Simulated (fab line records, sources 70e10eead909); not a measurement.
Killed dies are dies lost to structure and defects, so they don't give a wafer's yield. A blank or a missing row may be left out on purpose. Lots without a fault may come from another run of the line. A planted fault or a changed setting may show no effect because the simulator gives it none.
One fault seen from 3 desks | flow nand_harc | each desk has only its own numbers; what lay behind them comes last

THE METROLOGY DESK
What the gauges read, lot by lot, whatever tool the lot ran on: means of the sampled wafers that have a number. A lot is out of limits, marked OUT, if its mean lies more than 4 standard deviations from the usual mean; the brackets give that distance.
Columns: A = thk_nm at NHARC_P_BONDPAD_THK_MEAS_20, usual 160.7 nm
lot  | first seen here | A
L236 | day 6 15:54     | 158.5
L237 | day 7 06:53     | 161.4
L239 | day 8 00:14     | 162.1
L240 | day 8 03:28     | 160.5
L244 | day 10 04:24    | 159.4
L245 | day 10 07:36    | 161.1
L247 | day 11 07:29    | 162.7
L250 | day 12 20:03    | 160.8
L252 | day 13 15:17    | 159.6
L254 | day 14 14:59    | 158.8
L258 | day 15 20:01    | 160.2
L259 | day 16 07:51    | 159.6
This desk's finding: nothing out of limits on any of the 12 lots.

THE TOOL OWNER'S DESK: rie_diel-01
The tool's own readings at NHARC_P_BONDPAD_ETCH_24 (etches the open film in CF4/N2, target depth 30 nm, time 72.99 s): means of the sampled wafers that have a number, for each lot that ran on this tool. A lot is out of limits, marked OUT, if its mean lies more than 4 standard deviations from the usual mean; the brackets give that distance.
Columns: A = drypump_motor_current_A at NHARC_P_BONDPAD_ETCH_24, usual 5.7 A; B = oes_product_au at NHARC_P_BONDPAD_ETCH_24, usual 0.999 a.u.; C = rf_vpp_V at NHARC_P_BONDPAD_ETCH_24, usual 314.9 V; D = run_length_s at NHARC_P_BONDPAD_ETCH_24, usual 94.3 s; E = showerhead_plenum_p_Torr at NHARC_P_BONDPAD_ETCH_24, usual 2.67 Torr; F = throttle_valve_pct at NHARC_P_BONDPAD_ETCH_24, usual 19.795 %
lot  | first seen here | A   | B     | C     | D               | E    | F
L236 | day 6 14:07     | 5.4 | 0.991 | 313.3 | 94.7            | 2.57 | 19.799
L239 | day 7 22:26     | 5.2 | 1.009 | 311.2 | 94.5            | 2.50 | 19.796
L240 | day 8 01:40     | 5.5 | 0.992 | 314.1 | 94.9            | 2.61 | 19.792
L247 | day 11 05:40    | 5.6 | 1.003 | 314.5 | 94.7            | 2.63 | 19.796
L250 | day 12 18:15    | 5.6 | 0.987 | 314.3 | 95.2            | 2.69 | 19.796
L252 | day 13 13:30    | 5.5 | 0.995 | 313.8 | 98.4 (+7.9) OUT | 2.58 | 19.799
L254 | day 14 13:11    | 5.9 | 0.997 | 314.5 | 98.8 (+8.7) OUT | 2.63 | 19.803
This desk's finding: out of limits on L252, L254; first on L252, day 13 13:30 (run_length_s at NHARC_P_BONDPAD_ETCH_24). In limits: L236, L239, L240, L247, L250.

THE DEFECT DESK
What the inspections along the route counted, lot by lot: means of the sampled wafers that have a number. A lot is out of limits, marked OUT, if its mean lies more than 4 standard deviations from the usual mean; the brackets give that distance.
Columns: A = raw_defect_count at NHARC_P_M2_INSPECT_27, usual 311
lot  | first seen here | A
L236 | day 6 11:31     | 387
L237 | day 7 02:14     | 288
L239 | day 7 20:02     | 391
L240 | day 7 23:02     | 394
L244 | day 9 23:45     | 442
L245 | day 10 02:51    | 293
L247 | day 11 03:08    | 317
L250 | day 12 15:40    | 306
L252 | day 13 10:46    | 388
L254 | day 14 10:23    | 404
L258 | day 15 15:41    | 232
L259 | day 16 03:20    | 466
This desk's finding: nothing out of limits on any of the 12 lots.

PUT TOGETHER
The tool owner's desk could have raised an alarm at day 13 13:30, on L252, L254.
The metrology desk saw nothing out of limits.
The defect desk saw nothing out of limits.
The metrology desk has L252, L254 on record, within its limits.
The defect desk has L252, L254 on record, within its limits.
Of the lots named, all ran NHARC_P_BONDPAD_ETCH_24 on rie_diel-01.

WHAT THE SIMULATOR HAD PUT IN
Process parameter drift: rie_diel-01, from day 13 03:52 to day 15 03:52, at NHARC_P_BONDPAD_ETCH_24. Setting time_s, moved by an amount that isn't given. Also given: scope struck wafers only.
Lots struck among those shown: L252, L254.
Hours from the fault's start to each desk's first reading out of limits: the tool owner's desk, 10.
